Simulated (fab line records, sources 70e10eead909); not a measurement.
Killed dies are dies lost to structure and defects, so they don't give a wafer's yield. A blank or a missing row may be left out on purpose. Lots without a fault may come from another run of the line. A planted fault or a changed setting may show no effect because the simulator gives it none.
Chamber matching | flow nand_harc | NHARC_A_CONTACT_ALD_18 on ald_metal-03: 4 sister chambers
The step deposits TiN, target thk 3 nm, pulse time 1 s, ald cycles 150. 4 wafers are shown with their chamber, then 8 later ones without.

WAFERS WITH THEIR CHAMBER
wafer  | chamber | heater_power_w (W)
L091.2 | 2       | 1055
L091.5 | 1       | 1068
L091.6 | 0       | 1169
L092.2 | 3       | 1126

WAFERS WITHOUT THEIR CHAMBER
wafer  | heater_power_w (W)
L092.4 | 1067
L092.5 | 1073
L096.1 | 1070
L096.2 | 1194
L096.4 | 1089
L094.1 | 1116
L094.3 | 1070
L094.5 | 1053

WHICH CHAMBER EACH WENT THROUGH
wafer  | from the rows above          | in truth
L092.4 | can't be placed: 1 or 2      | 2
L092.5 | can't be placed: 1 or 2      | 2
L096.1 | can't be placed: 1 or 2      | 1
L096.2 | 0                            | 0
L096.4 | can't be placed: 1 or 2 or 3 | 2
L094.1 | 3                            | 3
L094.3 | can't be placed: 1 or 2      | 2
L094.5 | can't be placed: 2 or 1      | 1
Placed correctly: 2 of 8. Can't be placed from these rows: 6 (the true chamber is among the candidates in 6). Placed wrongly: 0.
How it was worked out, from the rows above alone: a wafer's distance from a chamber is the root of the sum, over the readings, of the square of ((its reading less the chamber's mean) divided by the reading's scatter). The wafer belongs to the nearest chamber; if the next one is less than 2 further off, it can't be placed. A chamber's mean is the mean of its shown wafers. The scatter: with one shown wafer a chamber, the root of the mean of the squares of how far each hidden wafer lies from its nearest shown one.
